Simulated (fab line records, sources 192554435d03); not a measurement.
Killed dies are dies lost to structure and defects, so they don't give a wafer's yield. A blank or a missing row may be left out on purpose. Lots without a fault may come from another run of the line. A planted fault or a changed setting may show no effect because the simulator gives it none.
A struck lot beside a sound one | flow n5_finfet | 15 steps out of a route of 1938
Sound: wafers L360.1, L360.3, L360.5. Struck: wafer L363.3. (L363.5, L363.6 of the same lot were not struck and are left out.) The cause comes at the end.
At each step with rows: each side's tool, then ch and its chambers, then its first start. Under that, the readings that differ: sound wafers | struck wafers | difference of the means | sigmas: that difference in standard deviations of wafers without a fault.
alike: readings whose means differ by less than 2 such deviations, and words and numbers that are the same on both sides. not compared: withheld readings, readings that some wafer has no value for, bounds like >300 that may hide the same value, and numbers for which the record gives no deviation and whose values overlap.
The two part at a step that has a row with sigmas, a row that says differs or no value, or rows on one side only. Numbers that don't overlap but have no deviation are shown without sigmas and don't part them. A reading that every wafer of one side lacks parts them only if that side has two wafers or more.

N5_BEOL_M15_SPUTTER_45: material Cu, target thk 100 nm, time 16.67 s.
  sound on pvd_sputter-03, day 14 01:22; struck on pvd_sputter-02, day 15 09:49
  reading                | sound          | struck | difference | sigmas
  throttle_valve_pct (%) | 32.0 30.0 30.4 | 28.8   | -2.0       | -2
then, 2 steps without rows for these wafers: N5_BEOL_M15_ECD_47 (material Cu, target thk 1860 nm); N5_BEOL_M15_ANNEAL_48 (time 90 s).
N5_BEOL_M15_CMP_49: polishes, stops on SiO2, t overpolish 4.9 s, target thk 850 nm.
  sound on cmp-03 ch 1,2, day 14 02:28; struck on cmp-03 ch 1, day 15 11:02
  alike: barrier_field_endpoint_s, motor_current_A, overpolish_run_s
  not compared: pad_life_wafers
N5_BEOL_M15_THK_MEAS_50: measures by xrf.
  sound on film_metro-02, day 14 02:46; struck on film_metro-02, day 15 11:17
  alike: M15_THK
then, 1 step without rows for these wafers: N5_BEOL_M15_PRE_CLEAN_52 (time 15 s).
N5_BEOL_M15_DEP_53: deposits SiCN from 3MS/NH3, target thk 50 nm, time 17.8 s.
  sound on pecvd-01 ch 0,1, day 14 02:49; struck on pecvd-02 ch 0, day 15 11:21
  alike: showerhead_plenum_p_Torr, throttle_valve_pct
N5_BEOL_M15_RS_MEAS_54: measures by four-point-probe.
  sound on film_metro-01, day 14 02:53; struck on film_metro-01, day 15 11:25
  alike: M15_RS
N5_BEOL_M15_INSPECT_55: inspects for defects (darkfield).
  sound on defect_inspect-02, day 14 02:55; struck on defect_inspect-01, day 15 11:26
  alike: raw_defect_count
N5_BEOL_M15_RC_MEAS_101:
  sound on prober-02 ch 0, day 14 02:56; struck on prober-01 ch 0, day 15 11:47
  reading           | sound                 | struck  | difference | sigmas
  COMB_M8 (S/m)     | 3e-11 2.9e-11 3.4e-11 | 1.9e-11 | -1.2e-11   | -2
  SERP_M11 (ohm/um) | 2.96 2.90 2.95        | 3.09    | +0.15      | +2
  SERP_M5 (ohm/um)  | 36.6 35.6 36.2        | 41.9    | +5.8       | +3
  alike: COMB_M10, COMB_M11, COMB_M12, COMB_M12_max_site, COMB_M13, COMB_M14, COMB_M15, COMB_M5, COMB_M5_max_site, COMB_M6, COMB_M7, COMB_M9, SERP_M10, SERP_M12, SERP_M13, SERP_M14, SERP_M6, SERP_M7, SERP_M8, SERP_M8_max_site, SERP_M9
N5_PASSIVATION_PECVD_00: deposits SiO2 from SiH4/N2O, target thk 200 nm, time 11.2 s.
  sound on pecvd-04 ch 0,1, day 14 03:54; struck on pecvd-04 ch 2, day 15 12:26
  reading                         | sound          | struck | difference | sigmas
  showerhead_plenum_p_Torr (Torr) | 8.24 8.19 8.18 | 7.83   | -0.37      | -2
  alike: heater_power_w, throttle_valve_pct
N5_MIM_BOT_DEGAS_01: time 60 s.
  sound on pvd_sputter-03, day 14 04:35; struck on pvd_sputter-03, day 15 15:37
  alike: heater_power_w
N5_MIM_BOT_SPUTTER_00: material TiN, target thk 35 nm, time 89.7 s.
  sound on pvd_sputter-03, day 14 04:38; struck on pvd_sputter-03, day 15 15:39
  reading                                     | sound          | struck | difference | sigmas
  model.TiN_of_MIM_BOT_SPUTTER_00.thk_nm (nm) | 35.6 35.4 35.6 | 22.2   | -13.3      |
  alike: throttle_valve_pct
then, 1 step without rows for these wafers: N5_MIM_TOP_ALD_00 (deposits Al2O3, purge time 3 s, co reactant pulse time 3 s).
N5_PASSIVATION_PROBE_49:
  the record has rows for the struck wafers here (prober-01, day 16 02:13) and none for the sound ones

WHERE THEY PART
First at N5_BEOL_M15_SPUTTER_45; last, within this record, at N5_PASSIVATION_PROBE_49.

WHY: what the simulator had put in
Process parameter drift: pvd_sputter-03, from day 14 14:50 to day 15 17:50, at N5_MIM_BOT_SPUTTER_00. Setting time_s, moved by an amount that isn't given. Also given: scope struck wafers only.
